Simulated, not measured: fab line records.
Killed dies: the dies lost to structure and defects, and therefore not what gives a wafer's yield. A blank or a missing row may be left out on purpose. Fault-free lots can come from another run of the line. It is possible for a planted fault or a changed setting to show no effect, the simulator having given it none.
Split-lot trial + flow n5-finfet + route with 1938 steps; 7 lots, 21 wafers read

## ON THE SPLIT
At N5_BEOL_M7_ILD_DEP_00 (deposits SiCOH lowk from DEMS/porogen, target thk 179.75 nm, time 33.4 s), the setting time-s was moved away from the recipe's 33.4 s on 7 of the 21 wafers read, by -14.3% to +12.2%. This setting was run at the recipe's value on the other wafers.

## FROM THE SPLIT ON TO THE READING: in between, the file shows 1 step
- N5_BEOL_M7_CURE_74: cures SiCOH lowk, time 240 s

## THE READING
M7_ILD_THK, in nm, at N5_BEOL_M7_THK_MEAS_01. Typical for fault-free wafers on this fab line: 155.0 nm, with standard deviation 2.3 nm.

| wafer  | tool, chamber at the split | time-s as run, s | against the recipe | M7_ILD_THK, nm | against lot-mates on the recipe |
|--------|----------------------------|------------------|--------------------|----------------|---------------------------------|
| L075.1 | pecvd-04, 0                | 33.4             | recipe             | 154.3          | -                               |
| L075.3 | pecvd-04, 2                | 33.4             | recipe             | 153.6          | -                               |
| L075.4 | pecvd-04, 1                | 33.4             | recipe             | 155.3          | -                               |
| L074.1 | pecvd-01, 0                | 33.4             | recipe             | 152.8          | -                               |
| L074.2 | pecvd-01, 2                | 33.4             | recipe             | 154.4          | -                               |
| L074.6 | pecvd-01, 0                | 33.4             | recipe             | 156.4          | -                               |
| L084.1 | pecvd-01, 0                | 33.4             | recipe             | 155.7          | -                               |
| L084.3 | pecvd-01, 1                | 37.48            | +12.2%             | 175.3          | +19.6                           |
| L084.5 | pecvd-01, 0                | 37.48            | +12.2%             | 177.9          | +22.2                           |
| L088.1 | pecvd-02, 2                | 29.67            | -11.2%             | 135.7          | -18.2                           |
| L088.2 | pecvd-02, 0                | 33.4             | recipe             | 151.9          | -                               |
| L088.5 | pecvd-02, 2                | 33.4             | recipe             | 156.0          | -                               |
| L089.1 | pecvd-04, 1                | 36.73            | +10.0%             | 170.2          | +11.1                           |
| L089.2 | pecvd-04, 2                | 36.73            | +10.0%             | 172.4          | +13.3                           |
| L089.6 | pecvd-04, 0                | 33.4             | recipe             | 159.1          | -                               |
| L091.1 | pecvd-04, 0                | 33.4             | recipe             | 156.3          | -                               |
| L091.4 | pecvd-04, 1                | 33.4             | recipe             | 155.3          | -                               |
| L091.6 | pecvd-04, 2                | 28.91            | -13.4%             | 135.3          | -20.5                           |
| L095.1 | pecvd-04, 0                | 33.4             | recipe             | 155.5          | -                               |
| L095.3 | pecvd-04, 2                | 33.4             | recipe             | 154.5          | -                               |
| L095.5 | pecvd-04, 1                | 28.63            | -14.3%             | 134.0          | -21.0                           |

THE FIT
A straight line over all 21 wafers: M7_ILD_THK changes by +1.62 nm for each +1% of time-s; r = +0.99; the points scatter about the line by 1.8 nm.
The same after taking each lot's own level away (the mean of its wafers on the recipe; 21 wafers): +1.52 nm for each +1%; r = +0.99; scatter 1.7 nm.
On that fit, the largest move of time-s shifts the reading by 22 nm.
Across the lots, their own levels run from 153.95 to 159.10 nm, a range of 2.2 times the standard deviation given above.
The two slopes are in agreement: the lot-to-lot level therefore moves the slope only a little.
Check: with one of the wafers moved furthest among these (-14.3%) left out of the fit, the line predicts -22.1 nm for it against its lot-mates. It came out at -21 nm against them.

## OTHER SPLITS ON THESE WAFERS
Before the reading, these wafers also passed through other splits. Each is held against what the fit with the lots' levels taken away leaves over:
| other split on the same wafers   | wafers away from the commonest value | r with M7_ILD_THK (lot level and that fit taken away) |
|----------------------------------|--------------------------------------|-------------------------------------------------------|
| N5_BEOL_M2_COAT_62 spin-rpm      | 4                                    | +0.04                                                 |
| N5_BEOL_M3_ETCH_64 time-s        | 6                                    | -0.04                                                 |
| N5_BEOL_M3_COAT_22 spin-rpm      | 8                                    | +0.11                                                 |
| N5_BEOL_M4_TRENCH_ETCH_37 time-s | 9                                    | -0.25                                                 |
| N5_BEOL_M6_COAT_22 spin-rpm      | 4                                    | +0.10                                                 |

## THE WHOLE CHAIN: every reading that the file lists as answering this split, in the file's order
| step                   | what it does                                                             | reading                                                                                  | change (the file's fit)              | r (the file's) |
|------------------------|--------------------------------------------------------------------------|------------------------------------------------------------------------------------------|--------------------------------------|----------------|
| N5_BEOL_M7_ILD_DEP_00  | deposits SiCOH lowk from DEMS/porogen, target thk 179.75 nm, time 33.4 s | SiCOH_lowk_of_BEOL_M7_ILD_DEP_00.thk-nm (the simulator's own value, which no gauge read) | +1.75 nm for each +1% of the setting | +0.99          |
| N5_BEOL_M7_CURE_74     | cures SiCOH lowk, time 240 s                                             | SiCOH_lowk_of_BEOL_M7_ILD_DEP_00.thk-nm (the simulator's own value, which no gauge read) | +1.52 nm for each +1% of the setting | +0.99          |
| N5_BEOL_M7_THK_MEAS_01 |                                                                          | M7_ILD_THK                                                                               | +1.53 for each +1% of the setting    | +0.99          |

## FILE'S OWN FIT
M7_ILD_THK changes by +1.53 nm for each +1% of time-s, r = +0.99.
